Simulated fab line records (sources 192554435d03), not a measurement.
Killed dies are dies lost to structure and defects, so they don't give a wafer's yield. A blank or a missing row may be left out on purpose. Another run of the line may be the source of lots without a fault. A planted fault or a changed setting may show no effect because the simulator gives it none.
Which of the tools did it? || flow n5Finfet || 10 lots with 30 wafers sampled at 2 steps, on a route of 1938 steps

== WHAT THE GAUGES READ, wafer by wafer ==
N5_DUMMY_GATE_CD_MEAS_50: the cd target is 14 nm.
{"lot": "L711", "measured": "day 2 23:08", "on": "cdSem-01", "cdNm (nm)": "13.8 14.3 14.1"}
{"lot": "L720", "measured": "day 5 05:07", "on": "cdSem-03", "cdNm (nm)": "14.5 14.5 14.0"}
{"lot": "L721", "measured": "day 5 10:52", "on": "cdSem-01", "cdNm (nm)": "14.4 14.5 14.4"}
{"lot": "L722", "measured": "day 5 19:25", "on": "cdSem-03", "cdNm (nm)": "14.2 14.7 14.0"}
{"lot": "L723", "measured": "day 5 23:47", "on": "cdSem-03", "cdNm (nm)": "14.2 14.0 14.3"}
{"lot": "L724", "measured": "day 6 05:17", "on": "cdSem-03", "cdNm (nm)": "14.6 14.5 14.0"}
{"lot": "L725", "measured": "day 6 10:44", "on": "cdSem-01", "cdNm (nm)": "14.1 14.6 14.4"}
{"lot": "L728", "measured": "day 7 08:07", "on": "cdSem-03", "cdNm (nm)": "14.1 13.7 13.9"}
{"lot": "L732", "measured": "day 8 05:31", "on": "cdSem-01", "cdNm (nm)": "14.2 13.9 14.2"}
{"lot": "L734", "measured": "day 8 17:48", "on": "cdSem-01", "cdNm (nm)": "14.2 14.4 13.9"}

== WHICH TOOL RAN EACH LOT (tool, then ch and the chambers of the sampled wafers, then the start) ==
{"lot": "L711", "N5_DUMMY_GATE_ETCH_36": "rieDiel-04 ch 0,1,2, day 2 22:52"}
{"lot": "L720", "N5_DUMMY_GATE_ETCH_36": "rieDiel-02 ch 0,1, day 5 04:51"}
{"lot": "L721", "N5_DUMMY_GATE_ETCH_36": "rieDiel-04 ch 2,3, day 5 10:37"}
{"lot": "L722", "N5_DUMMY_GATE_ETCH_36": "rieDiel-02 ch 0,1,2, day 5 19:08"}
{"lot": "L723", "N5_DUMMY_GATE_ETCH_36": "rieDiel-02 ch 2,3, day 5 23:31"}
{"lot": "L724", "N5_DUMMY_GATE_ETCH_36": "rieDiel-03 ch 0,3, day 6 04:54"}
{"lot": "L725", "N5_DUMMY_GATE_ETCH_36": "rieDiel-04 ch 0,1, day 6 10:28"}
{"lot": "L728", "N5_DUMMY_GATE_ETCH_36": "rieDiel-03 ch 0,3, day 7 07:50"}
{"lot": "L732", "N5_DUMMY_GATE_ETCH_36": "rieDiel-02 ch 0,1, day 8 05:14"}
{"lot": "L734", "N5_DUMMY_GATE_ETCH_36": "rieDiel-02 ch 0,2,3, day 8 17:32"}
- N5_DUMMY_GATE_ETCH_36: etches SiARC in CF4, target depth 13 nm.

== THE ANSWER, worked out from the rows above alone ==
Rule: usual is defined by the lots themselves. Put in order of their means at a reading, lots are off if they are a third of the lots or fewer, leave a main group of 4 or more, and stand apart from it by a gap of 3 or more times the standard deviation of the main group's means; of several such gaps the widest counts. Not used: any main group whose means are identical at the precision the tables above print for the reading. A lot without any number at a reading at which 4 lots or more have one is off too. All remaining lots with rows at the step are treated as sound.
No lot is off at any reading shown: from this, nothing can be told.

== WHAT THE SIMULATOR PUT IN ==
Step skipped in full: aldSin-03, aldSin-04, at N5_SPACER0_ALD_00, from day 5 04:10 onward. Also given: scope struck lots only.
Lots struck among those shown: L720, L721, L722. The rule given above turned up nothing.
